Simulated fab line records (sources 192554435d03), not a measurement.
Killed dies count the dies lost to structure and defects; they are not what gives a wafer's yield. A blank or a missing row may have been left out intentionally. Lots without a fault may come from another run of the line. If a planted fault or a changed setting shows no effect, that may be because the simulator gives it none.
Which tool did it?	flow n5Finfet	24 lots, 72 wafers sampled, at 6 steps of a route of 1938

== WHAT THE GAUGES SHOWED, per wafer ==
N5_BEOL_M5_CD_MEAS_35: target cd 28 nm, target cd y 24 nm. Usual: cdNm 28.1 nm, standard deviation 0.37.
lot	measured	on	cdNm (nm)	flag
L074	day 8 12:47	cdSem-02	27.8 27.7 27.7	
L076	day 8 15:26	cdSem-01	28.3 28.3 28.0	
L075	day 8 22:56	cdSem-01	27.6 27.8 27.5	
L077	day 9 04:01	cdSem-03	27.6 27.7 27.5	
L078	day 9 06:29	cdSem-02	28.3 27.8 28.2	
L079	day 9 17:31	cdSem-02	27.9 27.9 27.5	
L080	day 9 20:58	cdSem-01	28.4 28.5 28.8	
L081	day 10 08:09	cdSem-03	28.6 28.3 28.2	
L083	day 10 11:07	cdSem-01	28.5 28.2 28.0	
L082	day 10 17:22	cdSem-02	28.0 28.2 28.2	
L084	day 10 20:28	cdSem-01	27.9 28.3 27.7	
L085	day 11 14:21	cdSem-02	28.6 28.3 28.2	
L086	day 11 17:21	cdSem-02	27.7 27.5 28.3	
L088	day 11 17:41	cdSem-01	28.5 28.2 28.1	
L087	day 11 20:07	cdSem-02	28.1 28.3 28.0	
L091	day 12 00:08	cdSem-02	28.2 28.2 28.2	
L090	day 12 04:17	cdSem-01	28.0 28.3 28.4	
L089	day 12 06:56	cdSem-01	28.0 28.9 28.2	
L092	day 12 22:26	cdSem-02	27.6 27.4 28.3	
L093	day 13 04:32	cdSem-02	28.1 28.1 27.9	
L094	day 13 07:49	cdSem-01	27.9 28.3 27.9	
L095	day 13 10:21	cdSem-03	27.4 28.3 27.6	
L097	day 14 03:36	cdSem-03	28.6 28.7 28.3	
L096	day 14 03:59	cdSem-03	27.5 27.6 27.5	

== EACH LOT AND THE TOOL THAT RAN IT (in order: tool; ch and the chambers of the sampled wafers; start) ==
lot	N5_BEOL_M4_ANNEAL_95	N5_BEOL_M4_SPUTTER_96	N5_BEOL_M5_HM_DEP_02	N5_BEOL_M5_ETCH_41	N5_BEOL_M5_STRIP_91
L074	pvdSputter-02, day 8 06:18	pvdSputter-02, day 8 06:26	pvdSputter-03, day 8 10:29	rieDiel-01 ch 1,3, day 8 12:47 or earlier	rieDiel-01 ch 1,3, day 8 12:47 or earlier
L076	pvdSputter-03, day 8 09:43	pvdSputter-03, day 8 09:51	pvdSputter-03, day 8 13:29	rieDiel-05 ch 0,1,2, day 8 15:26 or earlier	rieDiel-05 ch 0,1,2, day 8 15:26 or earlier
L075	pvdSputter-01, day 8 14:37	pvdSputter-01, day 8 14:45	pvdSputter-03, day 8 20:34	rieDiel-05 ch 0,1,3, day 8 22:56 or earlier	rieDiel-05 ch 0,1,3, day 8 22:56 or earlier
L077	pvdSputter-03, day 8 20:20	pvdSputter-03, day 8 20:29	pvdSputter-01, day 9 00:23	rieDiel-01 ch 1,2,3, day 9 04:01 or earlier	rieDiel-01 ch 1,2,3, day 9 04:01 or earlier
L078	pvdSputter-01, day 8 23:53	pvdSputter-01, day 9 00:01	pvdSputter-01, day 9 04:18	rieDiel-01 ch 2,3, day 9 06:29 or earlier	rieDiel-01 ch 2,3, day 9 06:29 or earlier
L079	pvdSputter-03, day 9 08:37	pvdSputter-03, day 9 08:45	pvdSputter-02, day 9 13:07	rieDiel-01 ch 2,3, day 9 17:31 or earlier	rieDiel-01 ch 2,3, day 9 17:31 or earlier
L080	pvdSputter-02, day 9 12:41	pvdSputter-02, day 9 12:50	pvdSputter-01, day 9 17:38	rieDiel-04 ch 1,3, day 9 20:58 or earlier	rieDiel-04 ch 1,3, day 9 20:58 or earlier
L081	pvdSputter-01, day 10 02:28	pvdSputter-01, day 10 02:36	pvdSputter-03, day 10 05:32	rieDiel-04 ch 0,2, day 10 08:09 or earlier	rieDiel-04 ch 0,2, day 10 08:09 or earlier
L083	pvdSputter-03, day 10 04:41	pvdSputter-03, day 10 04:50	pvdSputter-03, day 10 08:16	rieDiel-01 ch 1,3, day 10 11:07 or earlier	rieDiel-01 ch 1,3, day 10 11:07 or earlier
L082	pvdSputter-03, day 10 10:42	pvdSputter-03, day 10 10:50	pvdSputter-01, day 10 14:22	rieDiel-04 ch 0,3, day 10 17:22 or earlier	rieDiel-04 ch 0,3, day 10 17:22 or earlier
L084	pvdSputter-02, day 10 13:49	pvdSputter-02, day 10 13:58	pvdSputter-01, day 10 18:13	rieDiel-01 ch 1,3, day 10 20:28 or earlier	rieDiel-01 ch 1,3, day 10 20:28 or earlier
L085	pvdSputter-03, day 11 05:38	pvdSputter-03, day 11 05:46	pvdSputter-01, day 11 10:17	rieDiel-01 ch 1,2,3, day 11 14:21 or earlier	rieDiel-01 ch 1,2,3, day 11 14:21 or earlier
L086	pvdSputter-01, day 11 09:47	pvdSputter-01, day 11 09:56	pvdSputter-02, day 11 13:49	rieDiel-05 ch 0,1,2, day 11 17:21 or earlier	rieDiel-05 ch 0,1,2, day 11 17:21 or earlier
L088	pvdSputter-02, day 11 10:08	pvdSputter-02, day 11 10:16	pvdSputter-02, day 11 13:55	rieDiel-01 ch 0,1,3, day 11 17:41 or earlier	rieDiel-01 ch 0,1,3, day 11 17:41 or earlier
L087	pvdSputter-02, day 11 13:18	pvdSputter-02, day 11 13:26	pvdSputter-01, day 11 16:11	rieDiel-01 ch 0,3, day 11 20:07 or earlier	rieDiel-01 ch 0,3, day 11 20:07 or earlier
L091	pvdSputter-01, day 11 15:19	pvdSputter-01, day 11 15:27	pvdSputter-01, day 11 18:46	rieDiel-01 ch 0,1,2, day 12 00:08 or earlier	rieDiel-01 ch 0,1,2, day 12 00:08 or earlier
L090	pvdSputter-01, day 11 18:20	pvdSputter-01, day 11 18:29	pvdSputter-02, day 12 00:25	rieDiel-04 ch 0,1,3, day 12 04:17 or earlier	rieDiel-04 ch 0,1,3, day 12 04:17 or earlier
L089	pvdSputter-03, day 11 23:19	pvdSputter-03, day 11 23:27	pvdSputter-01, day 12 03:23	rieDiel-04 ch 0,1, day 12 06:56 or earlier	rieDiel-04 ch 0,1, day 12 06:56 or earlier
L092	pvdSputter-03, day 12 16:55	pvdSputter-03, day 12 17:04	pvdSputter-01, day 12 20:29	rieDiel-05 ch 0,1, day 12 22:26 or earlier	rieDiel-05 ch 0,1, day 12 22:26 or earlier
L093	pvdSputter-02, day 12 18:59	pvdSputter-02, day 12 19:08	pvdSputter-03, day 12 23:31	rieDiel-04 ch 0,1,3, day 13 04:32 or earlier	rieDiel-04 ch 0,1,3, day 13 04:32 or earlier
L094	pvdSputter-02, day 12 23:26	pvdSputter-02, day 12 23:34	pvdSputter-01, day 13 04:44	rieDiel-04 ch 1,2,3, day 13 07:49 or earlier	rieDiel-04 ch 1,2,3, day 13 07:49 or earlier
L095	pvdSputter-02, day 13 04:10	pvdSputter-02, day 13 04:18	pvdSputter-03, day 13 08:16	rieDiel-04 ch 0,1, day 13 10:21 or earlier	rieDiel-04 ch 0,1, day 13 10:21 or earlier
L097	pvdSputter-01, day 13 20:37	pvdSputter-01, day 13 20:46	pvdSputter-01, day 14 00:22	rieDiel-05 ch 1,2,3, day 14 03:36 or earlier	rieDiel-05 ch 1,2,3, day 14 03:36 or earlier
L096	pvdSputter-03, day 13 20:44	pvdSputter-03, day 13 20:52	pvdSputter-02, day 14 00:28	rieDiel-05 ch 0,1, day 14 03:59 or earlier	rieDiel-05 ch 0,1, day 14 03:59 or earlier
- N5_BEOL_M4_ANNEAL_95: time 240 s.
- N5_BEOL_M4_SPUTTER_96: material Cu, target thk 4.5 nm, time 8.29 s.
- N5_BEOL_M5_HM_DEP_02: deposits TiN, target thk 20 nm.
- N5_BEOL_M5_ETCH_41: etches SiCN in CH3F/O2, target depth 31.5 nm, time 56.7 s.
- N5_BEOL_M5_STRIP_91: strips in N2/H2, time 10 s.

== AS READ BY THE TOOLS THEMSELVES (means over the sampled wafers that have a number; for cases with no such wafer, the mark the record gives instead) ==
N5_BEOL_M4_ANNEAL_95. Usual: heaterPowerW 804 W, standard deviation 100.
lot	tool	heaterPowerW (W)	flag
L074	pvdSputter-02	836	
L076	pvdSputter-03	890	
L075	pvdSputter-01	824	
L077	pvdSputter-03	814	
L078	pvdSputter-01	811	
L079	pvdSputter-03	842	
L080	pvdSputter-02	882	
L081	pvdSputter-01	806	
L083	pvdSputter-03	868	
L082	pvdSputter-03	827	
L084	pvdSputter-02	692	
L085	pvdSputter-03	741	
L086	pvdSputter-01	829	
L088	pvdSputter-02	838	
L087	pvdSputter-02	752	
L091	pvdSputter-01	801	
L090	pvdSputter-01	828	
L089	pvdSputter-03	864	
L092	pvdSputter-03	747	
L093	pvdSputter-02	696	
L094	pvdSputter-02	836	
L095	pvdSputter-02	845	
L097	pvdSputter-01	809	
L096	pvdSputter-03	784	

N5_BEOL_M4_SPUTTER_96. Usual: throttleValvePct 30.1 %, standard deviation 0.64.
lot	tool	throttleValvePct (%)	flag
L074	pvdSputter-02	30.0	
L076	pvdSputter-03	29.4	
L075	pvdSputter-01	30.3	
L077	pvdSputter-03	29.8	
L078	pvdSputter-01	30.0	
L079	pvdSputter-03	30.1	
L080	pvdSputter-02	29.8	
L081	pvdSputter-01	30.4	
L083	pvdSputter-03	30.3	
L082	pvdSputter-03	29.8	
L084	pvdSputter-02	30.3	
L085	pvdSputter-03	29.8	
L086	pvdSputter-01	30.3	
L088	pvdSputter-02	29.9	
L087	pvdSputter-02	30.3	
L091	pvdSputter-01	30.2	
L090	pvdSputter-01	29.9	
L089	pvdSputter-03	30.5	
L092	pvdSputter-03	30.0	
L093	pvdSputter-02	30.5	
L094	pvdSputter-02	29.9	
L095	pvdSputter-02	30.0	
L097	pvdSputter-01	30.1	
L096	pvdSputter-03	30.6	

N5_BEOL_M5_HM_DEP_02. Usual: throttleValvePct 30.2 %, standard deviation 0.59.
lot	tool	throttleValvePct (%)	flag
L074	pvdSputter-03	29.7	
L076	pvdSputter-03	29.8	
L075	pvdSputter-03	30.1	
L077	pvdSputter-01	30.2	
L078	pvdSputter-01	30.5	
L079	pvdSputter-02	30.4	
L080	pvdSputter-01	30.0	
L081	pvdSputter-03	30.3	
L083	pvdSputter-03	30.1	
L082	pvdSputter-01	30.2	
L084	pvdSputter-01	29.8	
L085	pvdSputter-01	30.3	
L086	pvdSputter-02	29.6	
L088	pvdSputter-02	30.5	
L087	pvdSputter-01	30.2	
L091	pvdSputter-01	30.3	
L090	pvdSputter-02	30.4	
L089	pvdSputter-01	29.9	
L092	pvdSputter-01	30.4	
L093	pvdSputter-03	30.1	
L094	pvdSputter-01	30.5	
L095	pvdSputter-03	29.8	
L097	pvdSputter-01	30.4	
L096	pvdSputter-02	30.2	

N5_BEOL_M5_ETCH_41. Usual: CH3F_flow_sccm 29.99 sccm, standard deviation 0.096; chamberPressureMTorr 29.999 mTorr, standard deviation 0.025; drypumpMotorCurrentA 5.8 A, standard deviation 0.42; oesProductAu 0.81 a.u., standard deviation 0.062; rfVppV 297.6 V, standard deviation 1.6; showerheadPlenumPTorr 2.02 Torr, standard deviation 0.067; throttleValvePct 16.27 %, standard deviation 0.17.
lot	tool	CH3F_flow_sccm (sccm)	chamberPressureMTorr (mTorr)	drypumpMotorCurrentA (A)	oesProductAu (a.u.)	rfVppV (V)	showerheadPlenumPTorr (Torr)	throttleValvePct (%)	flag
L074	rieDiel-01	29.87	29.996	6.2	0.82	296.3	1.97	16.12	
L076	rieDiel-05	30.04	30.002	5.8	0.84	297.0	2.00	16.34	
L075	rieDiel-05	30.00	29.983	6.1	0.81	297.0	2.01	16.32	
L077	rieDiel-01	30.04	30.005	5.8	0.80	297.3	1.97	16.26	
L078	rieDiel-01	29.88	29.994	5.7	0.78	297.2	2.00	16.35	
L079	rieDiel-01	30.00	30.012	5.4	0.79	296.9	1.96	16.40	
L080	rieDiel-04	30.11	30.005	5.8	0.88	299.8	2.12	16.21	
L081	rieDiel-04	29.94	29.992	5.4	0.84	297.8	2.09	16.09	
L083	rieDiel-01	30.01	29.979	6.2	0.80	296.6	1.97	16.17	
L082	rieDiel-04	30.08	30.007	5.3	0.80	297.1	2.04	16.23	
L084	rieDiel-01	29.98	30.012	6.2	0.78	296.3	1.97	16.16	
L085	rieDiel-01	29.95	29.991	5.8	0.78	295.6	1.96	16.30	
L086	rieDiel-05	30.08	29.990	5.8	0.80	296.9	1.99	16.39	
L088	rieDiel-01	29.98	30.000	6.1	0.76	297.0	2.00	16.25	
L087	rieDiel-01	30.07	30.002	6.0	0.74	296.9	2.03	16.33	
L091	rieDiel-01	30.01	29.970	5.8	0.77	297.0	1.98	16.29	
L090	rieDiel-04	30.00	29.989	5.5	0.82	299.0	2.07	16.24	
L089	rieDiel-04	30.04	30.003	5.6	0.79	298.9	2.06	16.32	
L092	rieDiel-05	29.91	29.982	6.0	0.82	297.1	2.00	16.32	
L093	rieDiel-04	29.95	29.983	5.6	0.81	298.3	2.07	16.26	
L094	rieDiel-04	29.98	30.021	5.7	0.85	299.5	2.11	16.15	
L095	rieDiel-04	29.93	29.983	5.3	0.75	298.0	2.03	16.35	
L097	rieDiel-05	30.02	29.999	5.9	0.83	297.8	1.99	16.31	
L096	rieDiel-05	30.06	30.004	6.0	0.79	296.8	1.96	16.43	

N5_BEOL_M5_STRIP_91. Usual: chamberPressureMTorr 20.001 mTorr, standard deviation 0.018; drypumpMotorCurrentA 5.8 A, standard deviation 0.42; oesProductAu 0.81 a.u., standard deviation 0.064; rfVppV 59.3 V, standard deviation 0.85; showerheadPlenumPTorr 2.55 Torr, standard deviation 0.091; throttleValvePct 23.55 %, standard deviation 0.25.
lot	tool	chamberPressureMTorr (mTorr)	drypumpMotorCurrentA (A)	oesProductAu (a.u.)	rfVppV (V)	showerheadPlenumPTorr (Torr)	throttleValvePct (%)	flag
L074	rieDiel-01	19.998	6.2	0.82	58.6	2.50	23.48	
L076	rieDiel-05	20.002	5.8	0.85	59.5	2.54	23.78	
L075	rieDiel-05	20.001	6.1	0.81	58.8	2.55	23.69	
L077	rieDiel-01	20.008	5.8	0.81	59.2	2.48	23.53	
L078	rieDiel-01	20.007	5.7	0.79	59.5	2.50	23.39	
L079	rieDiel-01	19.999	5.5	0.78	59.2	2.47	23.57	
L080	rieDiel-04	19.985	5.8	0.88	59.5	2.69	23.61	
L081	rieDiel-04	19.998	5.4	0.84	60.3	2.63	23.14	
L083	rieDiel-01	20.018	6.2	0.80	58.6	2.49	23.51	
L082	rieDiel-04	20.007	5.3	0.81	59.7	2.57	23.34	
L084	rieDiel-01	20.015	6.2	0.80	58.3	2.49	23.50	
L085	rieDiel-01	19.986	5.8	0.78	59.5	2.47	23.55	
L086	rieDiel-05	20.008	5.8	0.81	59.6	2.53	23.80	
L088	rieDiel-01	19.984	6.1	0.76	60.1	2.53	23.52	
L087	rieDiel-01	20.020	6.0	0.74	59.1	2.55	23.39	
L091	rieDiel-01	20.000	5.8	0.76	58.9	2.51	23.69	
L090	rieDiel-04	19.985	5.6	0.82	59.8	2.62	23.49	
L089	rieDiel-04	20.007	5.6	0.79	59.6	2.62	23.62	
L092	rieDiel-05	20.018	6.0	0.84	59.6	2.54	23.77	
L093	rieDiel-04	19.993	5.5	0.81	59.1	2.62	23.50	
L094	rieDiel-04	20.000	5.7	0.85	58.7	2.68	23.40	
L095	rieDiel-04	20.005	5.4	0.76	58.9	2.56	23.49	
L097	rieDiel-05	19.999	5.9	0.83	59.5	2.53	23.65	
L096	rieDiel-05	19.995	6.0	0.78	59.4	2.48	23.72	

== THE ANSWER, worked out from the rows above alone ==
Rule: a lot is off if the mean of its wafers that have a number lies more than 3 standard deviations from the usual mean. Also off: a lot with no number at a reading for which 4 or more lots have one. Any other lot the step has rows for is counted as sound. After the gauges, taken in route order, come the tools' own readings; for these a lot's mean is taken, as printed above. The first step at which some lot is off is used, and at that step the reading that is off furthest; a lot without a number counts as furthest.
Nothing can be told from this: no lot is off at any reading shown.

== WHAT WAS PUT IN BY THE SIMULATOR ==
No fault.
